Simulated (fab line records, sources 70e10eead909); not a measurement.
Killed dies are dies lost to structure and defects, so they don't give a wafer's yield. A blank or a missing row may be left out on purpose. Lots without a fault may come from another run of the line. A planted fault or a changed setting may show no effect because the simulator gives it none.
Chamber matching | flow nand_harc | NHARC_A_CONTACT_DEP_85 on pecvd-02: 3 sister chambers
The step deposits SiON, target thk 60 nm. 20 wafers are shown with their chamber, then 10 later ones without.

WAFERS WITH THEIR CHAMBER
wafer  | chamber | heater_power_w (W) | heater_power_outer_w (W)
L074.1 | 2       | 525                | 308
L074.2 | 0       | 700                | 416
L074.4 | 1       | 965                | 588
L075.2 | 1       | 936                | 574
L075.5 | 0       | 731                | 448
L075.6 | 1       | 947                | 564
L077.2 | 2       | 496                | 298
L077.3 | 0       | 635                | 379
L077.6 | 0       | 672                | 384
L079.2 | 2       | 603                | 373
L079.5 | 0       | 681                | 394
L079.6 | 2       | 603                | 384
L081.3 | 2       | 548                | 337
L081.4 | 1       | 986                | 599
L081.6 | 0       | 631                | 379
L083.2 | 1       | 971                | 582
L083.4 | 1       | 965                | 575
L083.6 | 0       | 684                | 409
L085.1 | 1       | 991                | 585
L085.2 | 0       | 741                | 447

SIGNATURES (means of the wafers above)
reading              | chamber 0 | chamber 1 | chamber 2 | scatter within a chamber
heater_power_w       | 684.38    | 965.86    | 555.00    | 36.3
heater_power_outer_w | 407.00    | 581.00    | 340.00    | 26.8
Rule: a wafer's distance from a chamber is the root of the sum, over the readings, of the square of ((its reading less the chamber's mean) divided by the reading's scatter). The wafer belongs to the nearest chamber; if the next one is less than 2 further off, it can't be placed. The scatter: the root of (the sum of the squares of (reading less its chamber's mean) over the shown wafers, divided by (wafers less chambers)).

WAFERS WITHOUT THEIR CHAMBER
wafer  | heater_power_w (W) | heater_power_outer_w (W)
L085.3 | 520                | 317
L087.1 | 556                | 348
L087.2 | 999                | 622
L087.6 | 829                | 478
L093.1 | 646                | 374
L093.2 | 602                | 357
L093.3 | 899                | 539
L097.2 | 813                | 484
L097.3 | 603                | 357
L097.6 | 842                | 485

WHICH CHAMBER EACH WENT THROUGH
wafer  | from the rows above     | in truth
L085.3 | 2                       | 2
L087.1 | 2                       | 2
L087.2 | 1                       | 1
L087.6 | can't be placed: 0 or 1 | 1
L093.1 | can't be placed: 0 or 2 | 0
L093.2 | can't be placed: 2 or 0 | 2
L093.3 | 1                       | 1
L097.2 | can't be placed: 0 or 1 | 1
L097.3 | can't be placed: 2 or 0 | 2
L097.6 | can't be placed: 1 or 0 | 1
Placed correctly: 4 of 10. Can't be placed from these rows: 6 (the true chamber is among the candidates in 6). Placed wrongly: 0.
